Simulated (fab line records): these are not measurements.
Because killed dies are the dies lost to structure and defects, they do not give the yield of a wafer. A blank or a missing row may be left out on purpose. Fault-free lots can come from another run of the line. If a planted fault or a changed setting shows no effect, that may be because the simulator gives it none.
Which tool is to blame? | flow n5-finfet | 10 lots, 30 wafers sampled, at 1 step of a route of 1938

## WHAT THE GAUGES SHOWED, per wafer
N5_BEOL_M15_INSPECT_30: inspects for defects (macro).
lot  | measured     | on                | raw-defect-count
L194 | day 11 08:19 | defect-inspect-01 | 1 5 3
L196 | day 11 17:46 | defect-inspect-01 | 4 2 0
L199 | day 12 18:13 | defect-inspect-01 | 1 1 1
L206 | day 14 23:13 | defect-inspect-02 | 2 1 2
L210 | day 15 13:28 | defect-inspect-02 | 1 1 1
L212 | day 16 01:14 | defect-inspect-01 | 1 3 1
L214 | day 16 18:07 | defect-inspect-02 | 4 3 5
L213 | day 16 19:10 | defect-inspect-01 | 3 0 1
L215 | day 17 19:23 | defect-inspect-01 | 0 4 0
L217 | day 18 04:02 | defect-inspect-02 | 4 2 5

## WHAT TOOL EACH LOT RAN ON (gives the tool, then ch and the chambers of the sampled wafers, and finally the start)
The record shows no process step preceding these readings.

## THE ANSWER, worked out from the rows above alone
Rule: the lots themselves supply what counts as usual. Put in order of their means at a reading, lots are off if they are a third of the lots or fewer, leave a main group of 4 or more, and stand apart from it by a gap of 3 or more times the standard deviation of the main group's means; of several such gaps the widest counts. A main group is skipped when, at the precision printed for the reading in the tables above, its means are all equal. Also off: a lot with no number at a reading for which 4 or more lots have one. Where the step has rows for the other lots, those lots are counted as sound.
None of the lots is off at any reading shown; this tells nothing.

## WHAT THE SIMULATOR HAD INSERTED
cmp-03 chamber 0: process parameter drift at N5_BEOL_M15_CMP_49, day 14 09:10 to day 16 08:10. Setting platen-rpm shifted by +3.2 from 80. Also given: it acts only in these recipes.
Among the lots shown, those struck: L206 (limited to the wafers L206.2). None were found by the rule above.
